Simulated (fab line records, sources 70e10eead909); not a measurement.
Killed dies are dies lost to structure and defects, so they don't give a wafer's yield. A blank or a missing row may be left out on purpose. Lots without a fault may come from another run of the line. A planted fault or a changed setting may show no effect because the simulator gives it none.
Which tool did it? | flow nand_harc | 14 lots, 42 wafers sampled, at 6 steps of a route of 1302

WHAT THE GAUGES READ, wafer by wafer
NHARC_A_SOURCE_PLATE_THK_MEAS_09: measures by ellipsometry. Usual: thk_nm 9.8 nm, standard deviation 0.97.
lot  | measured     | on            | thk_nm (nm)   | flag
L420 | day 8 01:40  | film_metro-01 | 9.6 8.8 10.2  |
L422 | day 8 12:19  | film_metro-02 | 9.2 10.6 9.3  |
L423 | day 9 02:58  | film_metro-01 | 9.7 8.8 10.3  |
L424 | day 9 17:14  | film_metro-01 | 9.6 9.0 10.3  |
L427 | day 10 21:12 | film_metro-01 | 10.0 11.7 9.4 |
L426 | day 10 21:12 | film_metro-02 | 9.2 9.4 8.8   |
L428 | day 11 17:59 | film_metro-02 | 10.2 12.1 7.8 |
L429 | day 12 03:30 | film_metro-02 | 12.5 9.9 9.4  |
L430 | day 12 03:30 | film_metro-01 | 9.3 9.2 8.3   |
L431 | day 12 10:54 | film_metro-01 | 9.8 10.2 8.9  |
L432 | day 13 03:06 | film_metro-02 | 10.1 9.3 10.0 |
L433 | day 13 03:06 | film_metro-01 | 8.5 10.2 10.0 |
L434 | day 14 00:44 | film_metro-01 | 9.7 9.2 9.3   |
L435 | day 14 00:44 | film_metro-02 | 8.2 9.8 8.6   |

NHARC_A_ONON_D1_THK_MEAS_24: measures by ellipsometry. Usual: thk_nm 1003 nm, standard deviation 9.6.
lot  | measured     | on            | thk_nm (nm)    | flag
L420 | day 9 06:10  | film_metro-01 | 1000 1002 1001 |
L422 | day 9 14:53  | film_metro-01 | 1012 1012 1010 |
L423 | day 10 05:33 | film_metro-01 | 992 992 994    |
L424 | day 11 00:19 | film_metro-02 | 991 993 992    |
L427 | day 11 22:41 | film_metro-01 | 988 987 985    |
L426 | day 11 22:41 | film_metro-02 | 1006 1006 1006 |
L428 | day 12 18:59 | film_metro-02 | 1016 1015 1014 |
L429 | day 13 03:46 | film_metro-01 | 986 988 985    |
L430 | day 13 03:46 | film_metro-02 | 991 991 992    |
L431 | day 13 11:45 | film_metro-02 | 993 992 994    |
L432 | day 14 05:15 | film_metro-02 | 1009 1008 1009 |
L433 | day 14 05:13 | film_metro-01 | 995 995 995    |
L434 | day 15 01:42 | film_metro-01 | 1016 1016 1018 |
L435 | day 15 01:42 | film_metro-02 | 1005 1005 1006 |

NHARC_A_ONON_D1_THK_MEAS_27: measures by ellipsometry. Usual: thk_nm 1003 nm, standard deviation 10.
lot  | measured     | on            | thk_nm (nm)    | flag
L420 | day 9 06:44  | film_metro-01 | 1023 1023 1024 |
L422 | day 9 15:28  | film_metro-01 | 1007 1005 1005 |
L423 | day 10 06:07 | film_metro-02 | 1000 998 1000  |
L424 | day 11 00:53 | film_metro-02 | 986 984 984    |
L427 | day 11 23:15 | film_metro-01 | 1019 1021 1019 |
L426 | day 11 23:16 | film_metro-02 | 1008 1007 1005 |
L428 | day 12 19:32 | film_metro-01 | 1004 1003 1003 |
L429 | day 13 04:20 | film_metro-02 | 996 997 995    |
L430 | day 13 04:19 | film_metro-01 | 1004 1003 1002 |
L431 | day 13 12:20 | film_metro-01 | 992 993 995    |
L432 | day 14 05:49 | film_metro-01 | 992 994 992    |
L433 | day 14 05:47 | film_metro-02 | 1001 1003 1000 |
L434 | day 15 02:16 | film_metro-02 | 997 994 996    |
L435 | day 15 02:16 | film_metro-01 | 1003 1001 1002 |

NHARC_A_CHANNEL_HOLE_D1_INSPECT_12. Usual: raw_defect_count 6, standard deviation 3.
lot  | measured     | on                | raw_defect_count | flag
L420 | day 9 13:19  | defect_inspect-01 | 1 4 4            |
L422 | day 10 00:48 | defect_inspect-02 | 8 2 8            |
L423 | day 10 11:38 | defect_inspect-02 | 6 9 2            |
L424 | day 11 04:41 | defect_inspect-02 | 2 2 4            |
L427 | day 12 03:01 | defect_inspect-01 | 9 10 8           |
L426 | day 12 04:49 | defect_inspect-01 | 3 9 4            |
L428 | day 12 23:30 | defect_inspect-02 | 2 7 10           |
L429 | day 13 09:24 | defect_inspect-02 | 13 7 6           |
L430 | day 13 08:16 | defect_inspect-02 | 4 10 6           |
L431 | day 13 16:23 | defect_inspect-02 | 6 3 5            |
L432 | day 14 12:11 | defect_inspect-02 | 1042 1060 1023   | OFF
L433 | day 14 12:20 | defect_inspect-02 | 7 5 4            |
L434 | day 15 06:11 | defect_inspect-01 | 1052 1107 1041   | OFF
L435 | day 15 06:20 | defect_inspect-02 | 4 9 5            |

NHARC_END_SORT_01. Usual: killed_at_array 59, standard deviation 19; killed_at_other 0.6, standard deviation 0.85; killed_at_periphery 3.8, standard deviation 2.5; killed_dies 64, standard deviation 19; killed_open 3.3, standard deviation 1.8; killed_short 2.2, standard deviation 1.6.
lot  | measured     | on        | killed_at_array | killed_at_other | killed_at_periphery | killed_dies | killed_open | killed_short | flag
L432 | day 30 11:58 | prober-02 | 99 97 103       | 0 0 0           | 2 3 2               | 101 100 105 | 2 1 1       | 2 1 2        |
L434 | day 31 16:59 | prober-02 | 107 121 106     | 0 0 1           | 2 5 4               | 109 126 111 | 1 6 3       | 2 3 2        |

WHICH TOOL RAN EACH LOT (tool, then ch and the chambers of the sampled wafers, then the start)
lot  | NHARC_A_CHANNEL_HOLE_D1_DEP_00
L420 | acl_dep-03 ch 0, day 9 10:41
L422 | acl_dep-02 ch 0, day 9 22:47
L423 | acl_dep-03 ch 0, day 10 08:53
L424 | acl_dep-03 ch 0, day 11 02:04
L427 | acl_dep-02 ch 0, day 12 00:43
L426 | acl_dep-01 ch 0, day 12 02:20
L428 | acl_dep-01 ch 0, day 12 20:44
L429 | acl_dep-01 ch 0, day 13 06:47
L430 | acl_dep-02 ch 0, day 13 06:08
L431 | acl_dep-02 ch 0, day 13 14:14
L432 | acl_dep-02 ch 0, day 14 09:51
L433 | acl_dep-03 ch 0, day 14 10:10
L434 | acl_dep-02 ch 0, day 15 03:45
L435 | acl_dep-03 ch 0, day 15 03:46
- NHARC_A_CHANNEL_HOLE_D1_DEP_00: deposits aC, target thk 3100 nm.

WHAT THE TOOLS THEMSELVES READ (means of the sampled wafers that have a number; where no wafer has one, the mark that the record gives instead)
NHARC_A_CHANNEL_HOLE_D1_DEP_00. Usual: throttle_valve_pct 35.000 %, standard deviation 0.0088.
lot  | tool       | throttle_valve_pct (%) | flag
L420 | acl_dep-03 | 35.004                 |
L422 | acl_dep-02 | 35.000                 |
L423 | acl_dep-03 | 35.008                 |
L424 | acl_dep-03 | 34.998                 |
L427 | acl_dep-02 | 35.004                 |
L426 | acl_dep-01 | 34.991                 |
L428 | acl_dep-01 | 34.998                 |
L429 | acl_dep-01 | 35.000                 |
L430 | acl_dep-02 | 34.999                 |
L431 | acl_dep-02 | 34.998                 |
L432 | acl_dep-02 | 35.003                 |
L433 | acl_dep-03 | 34.991                 |
L434 | acl_dep-02 | 35.005                 |
L435 | acl_dep-03 | 35.005                 |

THE ANSWER, worked out from the rows above alone
Rule: a lot is off if the mean of its wafers that have a number lies more than 3 standard deviations from the usual mean. A lot without any number at a reading at which 4 lots or more have one is off too. The other lots that the step has rows for count as sound. The gauges are gone through in route order, then the tools' own readings, and for those a lot's mean is taken as printed above. The first step at which some lot is off is used, and at that step the reading that is off furthest; a lot without a number counts as furthest.
Off: L432, L434, at NHARC_A_CHANNEL_HOLE_D1_INSPECT_12 (raw_defect_count).
A tool fits if, at a process step before that reading, it ran every lot that is off, and no sound lot after the first of them. The gauges at NHARC_A_CHANNEL_HOLE_D1_INSPECT_12 are tried like those tools. One fits: acl_dep-02 at NHARC_A_CHANNEL_HOLE_D1_DEP_00. Its last sound lot is L431 (day 13 14:14), its first lot that is off L432 (day 14 09:51): a fault that began between those two fits.

WHAT THE SIMULATOR HAD PUT IN
Chamber particle source: acl_dep-02, from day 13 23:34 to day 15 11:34, at NHARC_A_CHANNEL_HOLE_D1_DEP_00. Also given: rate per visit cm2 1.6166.
Lots struck among those shown: L432, L434. The rule above found the same.
